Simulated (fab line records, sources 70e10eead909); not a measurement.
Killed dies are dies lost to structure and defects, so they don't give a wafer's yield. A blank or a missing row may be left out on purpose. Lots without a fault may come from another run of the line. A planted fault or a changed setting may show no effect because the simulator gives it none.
Which tool did it? | flow nand_harc | 23 lots, 69 wafers sampled, at 6 steps of a route of 1302

WHAT THE GAUGES READ, wafer by wafer
The record holds no reading of a measuring or inspecting step that can be judged against a usual standard deviation.

WHICH TOOL RAN EACH LOT (tool, then ch and the chambers of the sampled wafers, then the start)
lot  | NHARC_A_STAIRCASE_ETCH_271         | NHARC_A_STAIRCASE_HM_DEP_459  | NHARC_A_STAIRCASE_ETCH_452                    | NHARC_A_STAIRCASE_DEP_301       | NHARC_A_STAIRCASE_ETCH_453                    | NHARC_A_STAIRCASE_DEP_417
L074 | rie_diel-11 ch 0,1, day 16 14:32   | acl_dep-03 ch 0, day 16 21:50 | rie_diel-12 ch 1,2,3, day 17 04:27 or earlier | pecvd-03 ch 1,2, day 17 04:27   | rie_diel-12 ch 1,3, day 17 12:24 or earlier   | pecvd-02 ch 0,2, day 17 12:24
L075 | rie_diel-11 ch 2,3, day 17 09:32   | acl_dep-03 ch 0, day 17 12:29 | rie_diel-07 ch 0,1,3, day 17 19:32 or earlier | pecvd-01 ch 0,1,2, day 17 19:32 | rie_diel-11 ch 0,1,2, day 18 00:43 or earlier | pecvd-01 ch 0,2, day 18 00:43
L076 | rie_diel-07 ch 0,2,3, day 17 09:43 | acl_dep-02 ch 0, day 17 12:40 | rie_diel-11 ch 0,1, day 17 19:36 or earlier   | pecvd-03 ch 0,1,2, day 17 19:36 | rie_diel-12 ch 2,3, day 18 00:51 or earlier   | pecvd-03 ch 0,1,2, day 18 00:51
L077 | rie_diel-11 ch 0,3, day 17 18:31   | acl_dep-02 ch 0, day 18 02:10 | rie_diel-07 ch 1,2, day 18 11:56 or earlier   | pecvd-01 ch 1,2, day 18 11:56   | rie_diel-12 ch 0,1,2, day 18 17:05 or earlier | pecvd-02 ch 0,2, day 18 17:05
L079 | rie_diel-07 ch 0,1,3, day 17 18:56 | acl_dep-01 ch 0, day 18 02:49 | rie_diel-12 ch 0,2,3, day 18 12:43 or earlier | pecvd-03 ch 0,2, day 18 12:43   | rie_diel-11 ch 1,2, day 18 17:49 or earlier   | pecvd-03 ch 0,1, day 18 17:49
L078 | rie_diel-11 ch 0,1,2, day 18 03:17 | acl_dep-02 ch 0, day 18 07:58 | rie_diel-12 ch 0,1,2, day 18 15:41 or earlier | pecvd-03 ch 1,2, day 18 15:41   | rie_diel-12 ch 2,3, day 18 20:50 or earlier   | pecvd-03 ch 0,2, day 18 20:50
L080 | rie_diel-07 ch 0,1, day 19 00:02   | acl_dep-01 ch 0, day 19 03:32 | rie_diel-12 ch 0,1, day 19 11:07 or earlier   | pecvd-01 ch 1,2, day 19 11:07   | rie_diel-07 ch 0,1,2, day 19 18:52 or earlier | pecvd-02 ch 0,1,2, day 19 18:52
L082 | rie_diel-07 ch 0,1,2, day 19 18:49 | acl_dep-02 ch 0, day 19 22:03 | rie_diel-11 ch 1,3, day 20 06:59 or earlier   | pecvd-03 ch 0,2, day 20 06:59   | rie_diel-07 ch 0,2,3, day 20 12:33 or earlier | pecvd-02 ch 0,1,2, day 20 12:33
L083 | rie_diel-11 ch 0,1,2, day 19 22:35 | acl_dep-02 ch 0, day 20 04:26 | rie_diel-07 ch 2,3, day 20 13:49 or earlier   | pecvd-02 ch 1,2, day 20 13:49   | rie_diel-07 ch 0,2,3, day 20 19:20 or earlier | pecvd-02 ch 0,1,2, day 20 19:20
L081 | rie_diel-07 ch 0,2,3, day 20 04:14 | acl_dep-01 ch 0, day 20 10:07 | rie_diel-11 ch 0,2,3, day 20 17:06 or earlier | pecvd-03 ch 1,2, day 20 17:06   | rie_diel-11 ch 0,1,2, day 20 22:19 or earlier | pecvd-03 ch 0,1, day 20 22:19
L084 | rie_diel-12 ch 0,2,3, day 21 01:10 | acl_dep-01 ch 0, day 21 06:45 | rie_diel-07 ch 0,1, day 21 15:10 or earlier   | pecvd-03 ch 1,2, day 21 15:10   | rie_diel-07 ch 1,3, day 21 20:16 or earlier   | pecvd-03 ch 1,2, day 21 20:16
L085 | rie_diel-12 ch 0,2,3, day 21 07:53 | acl_dep-01 ch 0, day 21 11:28 | rie_diel-07 ch 0,1,2, day 21 18:34 or earlier | pecvd-03 ch 1,2, day 21 18:34   | rie_diel-11 ch 0,1,3, day 21 23:47 or earlier | pecvd-02 ch 0,1,2, day 21 23:47
L086 | rie_diel-07 ch 1,2,3, day 21 20:22 | acl_dep-02 ch 0, day 22 01:22 | rie_diel-07 ch 0,1,3, day 22 08:52 or earlier | pecvd-02 ch 0,2, day 22 08:52   | rie_diel-07 ch 0,2, day 22 14:08 or earlier   | pecvd-02 ch 1,2, day 22 14:08
L087 | rie_diel-11 ch 1,2,3, day 21 23:40 | acl_dep-02 ch 0, day 22 06:23 | rie_diel-07 ch 0,1,3, day 22 12:44 or earlier | pecvd-02 ch 0,1,2, day 22 12:44 | rie_diel-11 ch 1,2,3, day 22 17:50 or earlier | pecvd-01 ch 0,2, day 22 17:50
L088 | rie_diel-12 ch 0,2,3, day 22 09:23 | acl_dep-01 ch 0, day 22 16:45 | rie_diel-07 ch 2,3, day 23 00:42 or earlier   | pecvd-01 ch 0,1,2, day 23 00:42 | rie_diel-11 ch 2,3, day 23 05:58 or earlier   | pecvd-02 ch 0,1, day 23 05:58
L089 | rie_diel-12 ch 0,2,3, day 22 17:46 | acl_dep-03 ch 0, day 22 21:35 | rie_diel-12 ch 0,2,3, day 23 07:07 or earlier | pecvd-03 ch 0,2, day 23 07:07   | rie_diel-11 ch 1,2,3, day 23 18:08 or earlier | pecvd-01 ch 0,2, day 23 18:08
L090 | rie_diel-07 ch 0,1, day 23 06:16   | acl_dep-01 ch 0, day 23 10:20 | rie_diel-12 ch 0,3, day 23 17:49 or earlier   | pecvd-02 ch 0,1, day 23 17:49   | rie_diel-11 ch 0,2,3, day 23 22:59 or earlier | pecvd-02 ch 1,2, day 23 22:59
L092 | rie_diel-12 ch 0,2,3, day 23 17:07 | acl_dep-02 ch 0, day 23 20:14 | rie_diel-11 ch 1,2,3, day 24 05:35 or earlier | pecvd-02 ch 0,1,2, day 24 05:35 | rie_diel-07 ch 1,2,3, day 24 11:59 or earlier | pecvd-02 ch 0,1,2, day 24 11:59
L091 | rie_diel-07 ch 0,3, day 23 17:41   | acl_dep-02 ch 0, day 23 22:25 | rie_diel-07 ch 0,3, day 24 07:23 or earlier   | pecvd-02 ch 0,1, day 24 07:23   | rie_diel-07 ch 2,3, day 24 12:52 or earlier   | pecvd-02 ch 0,1, day 24 12:52
L093 | rie_diel-11 ch 0,1,2, day 24 02:19 | acl_dep-03 ch 0, day 24 05:40 | rie_diel-07 ch 0,1,2, day 24 13:37 or earlier | pecvd-01 ch 1,2, day 24 13:37   | rie_diel-11 ch 0,3, day 24 21:37 or earlier   | pecvd-02 ch 0,1,2, day 24 21:37
L094 | rie_diel-07 ch 1,2, day 24 16:51   | acl_dep-01 ch 0, day 24 20:03 | rie_diel-07 ch 1,2, day 25 03:10 or earlier   | pecvd-02 ch 0,1,2, day 25 03:10 | rie_diel-07 ch 0,3, day 25 09:59 or earlier   | pecvd-03 ch 1,2, day 25 09:59
L096 | rie_diel-11 ch 0,1,3, day 25 21:49 | acl_dep-02 ch 0, day 26 01:35 | rie_diel-11 ch 1,2,3, day 26 09:57 or earlier | pecvd-02 ch 0,2, day 26 09:57   | rie_diel-07 ch 0,3, day 26 21:01 or earlier   | pecvd-03 ch 0,1,2, day 26 21:01
L097 | rie_diel-07 ch 1,2,3, day 26 09:05 | acl_dep-01 ch 0, day 26 20:01 | rie_diel-11 ch 0,3, day 27 04:14 or earlier   | pecvd-03 ch 0,1, day 27 04:14   | rie_diel-11 ch 1,2,3, day 27 09:24 or earlier | pecvd-01 ch 0,2, day 27 09:24
- NHARC_A_STAIRCASE_ETCH_271: etches the open film in CF4/CHF3.
- NHARC_A_STAIRCASE_HM_DEP_459: deposits aC, target thk 1500 nm.
- NHARC_A_STAIRCASE_ETCH_452: etches the open film in CF4/O2, target depth 30 nm, overetch 3 nm, time 16.5 s.
- NHARC_A_STAIRCASE_DEP_301: deposits SiON, target thk 30 nm.
- NHARC_A_STAIRCASE_ETCH_453: etches the open film in CF4/O2, target depth 30 nm, overetch 3 nm, time 16.5 s.
- NHARC_A_STAIRCASE_DEP_417: deposits Si3N4, target thk 60 nm.

WHAT THE TOOLS THEMSELVES READ (means of the sampled wafers that have a number; where no wafer has one, the mark that the record gives instead)
NHARC_A_STAIRCASE_ETCH_271.
lot  | tool        | cf4_flow_sccm (sccm) | drypump_motor_current_A (A) | oes_product_au (a.u.) | rf_vpp_V (V) | showerhead_plenum_p_Torr (Torr) | throttle_valve_pct (%)
L074 | rie_diel-11 | 99.85                | 6.0                         | 0.969                 | 373.0        | 1.63                            | 16.804
L075 | rie_diel-11 | 100.27               | 5.8                         | 0.958                 | 373.4        | 1.66                            | 16.804
L076 | rie_diel-07 | 100.04               | 5.2                         | 0.958                 | 370.0        | 1.57                            | 16.793
L077 | rie_diel-11 | 99.67                | 5.4                         | 0.992                 | 370.1        | 1.54                            | 16.802
L079 | rie_diel-07 | 100.05               | 5.6                         | 0.950                 | 369.4        | 1.54                            | 16.803
L078 | rie_diel-11 | 100.13               | 5.9                         | 0.969                 | 372.2        | 1.62                            | 16.793
L080 | rie_diel-07 | 100.07               | 5.8                         | 0.923                 | 370.8        | 1.58                            | 16.800
L082 | rie_diel-07 | 100.18               | 5.4                         | 0.923                 | 371.2        | 1.60                            | 16.804
L083 | rie_diel-11 | 99.75                | 5.9                         | 0.958                 | 371.1        | 1.62                            | 16.808
L081 | rie_diel-07 | 99.75                | 5.2                         | 0.958                 | 370.8        | 1.56                            | 16.805
L084 | rie_diel-12 | 100.05               | 6.2                         | 0.921                 | 368.9        | 1.54                            | 16.803
L085 | rie_diel-12 | 100.28               | 6.2                         | 0.916                 | 369.1        | 1.54                            | 16.802
L086 | rie_diel-07 | 100.10               | 5.7                         | 0.968                 | 371.1        | 1.58                            | 16.809
L087 | rie_diel-11 | 99.45                | 6.0                         | 0.971                 | 374.5        | 1.65                            | 16.804
L088 | rie_diel-12 | 99.91                | 6.2                         | 0.940                 | 369.7        | 1.53                            | 16.808
L089 | rie_diel-12 | 100.10               | 6.2                         | 0.959                 | 369.4        | 1.53                            | 16.809
L090 | rie_diel-07 | 99.95                | 5.8                         | 0.920                 | 370.5        | 1.58                            | 16.801
L092 | rie_diel-12 | 99.96                | 6.2                         | 0.964                 | 368.6        | 1.53                            | 16.807
L091 | rie_diel-07 | 99.94                | 5.1                         | 0.948                 | 368.6        | 1.51                            | 16.801
L093 | rie_diel-11 | 100.07               | 5.9                         | 0.977                 | 371.5        | 1.61                            | 16.804
L094 | rie_diel-07 | 99.69                | 5.5                         | 0.976                 | 373.0        | 1.64                            | 16.802
L096 | rie_diel-11 | 99.95                | 5.7                         | 0.924                 | 371.3        | 1.59                            | 16.807
L097 | rie_diel-07 | 99.77                | 5.6                         | 0.970                 | 370.3        | 1.57                            | 16.799

NHARC_A_STAIRCASE_HM_DEP_459.
lot  | tool       | throttle_valve_pct (%)
L074 | acl_dep-03 | 34.997
L075 | acl_dep-03 | 35.003
L076 | acl_dep-02 | 34.995
L077 | acl_dep-02 | 35.004
L079 | acl_dep-01 | 35.007
L078 | acl_dep-02 | 35.009
L080 | acl_dep-01 | 34.995
L082 | acl_dep-02 | 34.999
L083 | acl_dep-02 | 35.005
L081 | acl_dep-01 | 35.001
L084 | acl_dep-01 | 34.994
L085 | acl_dep-01 | 34.994
L086 | acl_dep-02 | 35.000
L087 | acl_dep-02 | 35.001
L088 | acl_dep-01 | 35.000
L089 | acl_dep-03 | 34.991
L090 | acl_dep-01 | 35.001
L092 | acl_dep-02 | 35.007
L091 | acl_dep-02 | 35.004
L093 | acl_dep-03 | 35.000
L094 | acl_dep-01 | 35.000
L096 | acl_dep-02 | 35.006
L097 | acl_dep-01 | 35.003

NHARC_A_STAIRCASE_ETCH_452.
lot  | tool        | cf4_flow_sccm (sccm) | drypump_motor_current_A (A) | oes_f_703_au (a.u.) | oes_product_au (a.u.) | rf_vpp_V (V) | showerhead_plenum_p_Torr (Torr) | throttle_valve_pct (%)
L074 | rie_diel-12 | 79.91                | 6.1                         | 0.999               | 1.002                 | 198.1        | 1.34                            | 13.405
L075 | rie_diel-07 | 80.10                | 5.6                         | 0.999               | 0.995                 | 196.7        | 1.31                            | 13.390
L076 | rie_diel-11 | 80.09                | 5.7                         | 1.003               | 0.998                 | 197.9        | 1.33                            | 13.398
L077 | rie_diel-07 | 79.85                | 5.5                         | 1.003               | 0.985                 | 199.3        | 1.40                            | 13.403
L079 | rie_diel-12 | 79.79                | 6.2                         | 0.999               | 0.997                 | 196.1        | 1.31                            | 13.388
L078 | rie_diel-12 | 80.06                | 6.1                         | 0.999               | 1.000                 | 197.0        | 1.30                            | 13.393
L080 | rie_diel-12 | 79.93                | 6.3                         | 1.001               | 0.993                 | 196.5        | 1.28                            | 13.400
L082 | rie_diel-11 | 79.94                | 6.1                         | 0.999               | 0.995                 | 199.7        | 1.41                            | 13.399
L083 | rie_diel-07 | 79.95                | 5.5                         | 0.997               | 0.999                 | 197.5        | 1.30                            | 13.398
L081 | rie_diel-11 | 79.95                | 5.6                         | 1.001               | 1.008                 | 199.1        | 1.36                            | 13.394
L084 | rie_diel-07 | 80.05                | 5.8                         | 0.998               | 0.991                 | 198.6        | 1.34                            | 13.395
L085 | rie_diel-07 | 79.94                | 5.4                         | 0.998               | 0.996                 | 198.5        | 1.36                            | 13.393
L086 | rie_diel-07 | 79.86                | 5.6                         | 0.999               | 0.993                 | 197.2        | 1.30                            | 13.389
L087 | rie_diel-07 | 80.28                | 5.6                         | 0.998               | 0.996                 | 197.0        | 1.30                            | 13.387
L088 | rie_diel-07 | 79.98                | 5.3                         | 0.998               | 0.990                 | 197.8        | 1.36                            | 13.393
L089 | rie_diel-12 | 80.19                | 6.2                         | 0.999               | 1.002                 | 196.8        | 1.30                            | 13.393
L090 | rie_diel-12 | 79.90                | 6.3                         | 1.005               | 0.999                 | 196.9        | 1.31                            | 13.398
L092 | rie_diel-11 | 80.21                | 6.0                         | 0.997               | 0.992                 | 200.3        | 1.40                            | 13.393
L091 | rie_diel-07 | 80.14                | 5.3                         | 0.996               | 0.993                 | 196.0        | 1.26                            | 13.394
L093 | rie_diel-07 | 79.91                | 5.4                         | 0.998               | 1.000                 | 197.9        | 1.35                            | 13.400
L094 | rie_diel-07 | 80.08                | 5.9                         | 1.000               | 1.006                 | 198.6        | 1.37                            | 13.397
L096 | rie_diel-11 | 79.98                | 6.0                         | 0.996               | 1.007                 | 198.9        | 1.40                            | 13.395
L097 | rie_diel-11 | 79.76                | 5.4                         | 0.998               | 1.007                 | 197.5        | 1.30                            | 13.401

NHARC_A_STAIRCASE_DEP_301.
lot  | tool     | heater_power_w (W)
L074 | pecvd-03 | 696
L075 | pecvd-01 | 733
L076 | pecvd-03 | 676
L077 | pecvd-01 | 678
L079 | pecvd-03 | 785
L078 | pecvd-03 | 640
L080 | pecvd-01 | 767
L082 | pecvd-03 | 791
L083 | pecvd-02 | 682
L081 | pecvd-03 | 703
L084 | pecvd-03 | 676
L085 | pecvd-03 | 740
L086 | pecvd-02 | 618
L087 | pecvd-02 | 709
L088 | pecvd-01 | 742
L089 | pecvd-03 | 744
L090 | pecvd-02 | 736
L092 | pecvd-02 | 704
L091 | pecvd-02 | 742
L093 | pecvd-01 | 752
L094 | pecvd-02 | 681
L096 | pecvd-02 | 613
L097 | pecvd-03 | 739

NHARC_A_STAIRCASE_ETCH_453.
lot  | tool        | cf4_flow_sccm (sccm) | drypump_motor_current_A (A) | oes_f_703_au (a.u.) | oes_product_au (a.u.) | rf_vpp_V (V) | showerhead_plenum_p_Torr (Torr) | throttle_valve_pct (%)
L074 | rie_diel-12 | 80.12                | 6.2                         | 0.996               | 1.003                 | 198.6        | 1.34                            | 13.400
L075 | rie_diel-11 | 79.62                | 5.9                         | 1.004               | 1.009                 | 198.0        | 1.37                            | 13.401
L076 | rie_diel-12 | 80.22                | 6.1                         | 1.002               | 1.008                 | 197.7        | 1.34                            | 13.401
L077 | rie_diel-12 | 80.02                | 6.1                         | 0.997               | 1.009                 | 196.7        | 1.30                            | 13.394
L079 | rie_diel-11 | 80.16                | 6.1                         | 1.001               | 1.000                 | 199.0        | 1.42                            | 13.396
L078 | rie_diel-12 | 80.10                | 6.0                         | 1.007               | 1.006                 | 197.5        | 1.33                            | 13.393
L080 | rie_diel-07 | 80.20                | 5.4                         | 1.004               | 0.995                 | 197.9        | 1.36                            | 13.406
L082 | rie_diel-07 | 80.11                | 5.2                         | 1.002               | 0.992                 | 197.2        | 1.32                            | 13.394
L083 | rie_diel-07 | 79.97                | 5.2                         | 1.000               | 0.991                 | 197.2        | 1.32                            | 13.393
L081 | rie_diel-11 | 79.97                | 5.9                         | 0.998               | 0.994                 | 198.8        | 1.37                            | 13.399
L084 | rie_diel-07 | 79.94                | 6.0                         | 0.997               | 1.001                 | 198.0        | 1.32                            | 13.390
L085 | rie_diel-11 | 80.02                | 5.7                         | 0.998               | 0.998                 | 198.4        | 1.36                            | 13.388
L086 | rie_diel-07 | 80.12                | 5.1                         | 0.995               | 0.994                 | 199.1        | 1.38                            | 13.393
L087 | rie_diel-11 | 79.93                | 6.0                         | 0.998               | 1.002                 | 199.5        | 1.41                            | 13.405
L088 | rie_diel-11 | 79.53                | 5.7                         | 1.000               | 0.996                 | 198.5        | 1.39                            | 13.392
L089 | rie_diel-11 | 79.83                | 6.0                         | 1.000               | 1.004                 | 199.8        | 1.40                            | 13.400
L090 | rie_diel-11 | 79.86                | 5.6                         | 1.002               | 0.994                 | 198.1        | 1.35                            | 13.403
L092 | rie_diel-07 | 80.03                | 5.6                         | 1.001               | 0.998                 | 197.5        | 1.34                            | 13.403
L091 | rie_diel-07 | 79.83                | 5.4                         | 0.998               | 0.994                 | 196.5        | 1.30                            | 13.386
L093 | rie_diel-11 | 80.04                | 5.4                         | 1.000               | 1.002                 | 196.9        | 1.30                            | 13.390
L094 | rie_diel-07 | 79.85                | 5.4                         | 0.998               | 0.988                 | 196.3        | 1.26                            | 13.394
L096 | rie_diel-07 | 80.11                | 5.4                         | 0.999               | 0.996                 | 196.0        | 1.25                            | 13.404
L097 | rie_diel-11 | 80.05                | 6.0                         | 0.998               | 1.005                 | 199.2        | 1.40                            | 13.399

NHARC_A_STAIRCASE_DEP_417.
lot  | tool     | heater_power_w (W)
L074 | pecvd-02 | 580
L075 | pecvd-01 | 710
L076 | pecvd-03 | 703
L077 | pecvd-02 | 582
L079 | pecvd-03 | 647
L078 | pecvd-03 | 777
L080 | pecvd-02 | 646
L082 | pecvd-02 | 635
L083 | pecvd-02 | 682
L081 | pecvd-03 | 694
L084 | pecvd-03 | 631
L085 | pecvd-02 | 675
L086 | pecvd-02 | 665
L087 | pecvd-01 | 736
L088 | pecvd-02 | 633
L089 | pecvd-01 | 723
L090 | pecvd-02 | 670
L092 | pecvd-02 | 657
L091 | pecvd-02 | 680
L093 | pecvd-02 | 665
L094 | pecvd-03 | 658
L096 | pecvd-03 | 755
L097 | pecvd-01 | 735

THE ANSWER, worked out from the rows above alone
Rule: what is usual is taken from the lots themselves. Put in order of their means at a reading, lots are off if they are a third of the lots or fewer, leave a main group of 4 or more, and stand apart from it by a gap of 3 or more times the standard deviation of the main group's means; of several such gaps the widest counts. A main group whose means are all the same, to the digits that the tables above print for the reading, isn't used. A lot without any number at a reading at which 4 lots or more have one is off too. The other lots that the step has rows for count as sound. The gauges are gone through in route order, then the tools' own readings, and for those a lot's mean is taken as printed above. The first step at which some lot is off is used, and at that step the reading that is off furthest; a lot without a number counts as furthest.
No lot is off at any reading shown: from this, nothing can be told.

WHAT THE SIMULATOR HAD PUT IN
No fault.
